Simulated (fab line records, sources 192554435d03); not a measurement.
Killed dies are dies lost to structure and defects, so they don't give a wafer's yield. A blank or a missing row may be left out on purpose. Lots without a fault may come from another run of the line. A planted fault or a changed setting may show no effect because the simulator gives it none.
Chamber matching | flow n5_finfet | N5_FIN_CUT_CUT_ETCH_28 on rie_si-05: 4 sister chambers
The step etches Si in HBr/Cl2/O2, target depth 6 nm, time 2.4 s. 14 wafers are shown with their chamber, then 6 later ones without.

WAFERS WITH THEIR CHAMBER
wafer  | chamber | throttle_valve_pct (%) | drypump_motor_current_A (A) | oes_o_777_au (a.u.)
L218.4 | 0       | 36.9                   | 6.2                         | 1.03
L218.5 | 3       | 37.8                   | 5.1                         | 0.91
L219.1 | 3       | 37.8                   | 5.0                         | 0.91
L219.4 | 0       | 36.9                   | 6.2                         | 1.03
L219.5 | 2       | 36.9                   | 5.1                         | 0.99
L220.1 | 0       | 36.9                   | 6.2                         | 1.03
L220.3 | 3       | 37.8                   | 5.0                         | 0.91
L220.6 | 2       | 36.9                   | 5.1                         | 0.99
L228.2 | 2       | 36.9                   | 5.1                         | 0.99
L228.4 | 0       | 36.9                   | 6.2                         | 1.04
L228.6 | 0       | 36.9                   | 6.2                         | 1.04
L229.1 | 1       | 37.5                   | 5.9                         | 1.02
L229.2 | 2       | 37.0                   | 5.1                         | 1.00
L229.4 | 0       | 36.9                   | 6.3                         | 1.03

SIGNATURES (means of the wafers above)
reading                 | chamber 0 | chamber 1 | chamber 2 | chamber 3 | scatter within a chamber
throttle_valve_pct      | 36.900    | 37.500    | 36.925    | 37.800    | 0.0274
drypump_motor_current_A | 6.217     | 5.900     | 5.100     | 5.033     | 0.0387
oes_o_777_au            | 1.0333    | 1.0200    | 0.9925    | 0.9100    | 0.00456
Rule: a wafer's distance from a chamber is the root of the sum, over the readings, of the square of ((its reading less the chamber's mean) divided by the reading's scatter). The wafer belongs to the nearest chamber; if the next one is less than 2 further off, it can't be placed. The scatter: the root of (the sum of the squares of (reading less its chamber's mean) over the shown wafers, divided by (wafers less chambers)).

WAFERS WITHOUT THEIR CHAMBER
wafer  | throttle_valve_pct (%) | drypump_motor_current_A (A) | oes_o_777_au (a.u.)
L237.2 | 37.5                   | 5.9                         | 1.02
L237.4 | 36.9                   | 6.2                         | 1.04
L237.5 | 36.9                   | 5.1                         | 0.99
L238.2 | 36.9                   | 5.1                         | 0.99
L238.3 | 36.9                   | 6.3                         | 1.04
L238.4 | 36.9                   | 6.3                         | 1.04

WHICH CHAMBER EACH WENT THROUGH
wafer  | from the rows above | in truth
L237.2 | 1                   | 1
L237.4 | 0                   | 0
L237.5 | 2                   | 2
L238.2 | 2                   | 2
L238.3 | 0                   | 0
L238.4 | 0                   | 0
Placed correctly: 6 of 6. Can't be placed from these rows: 0. Placed wrongly: 0.
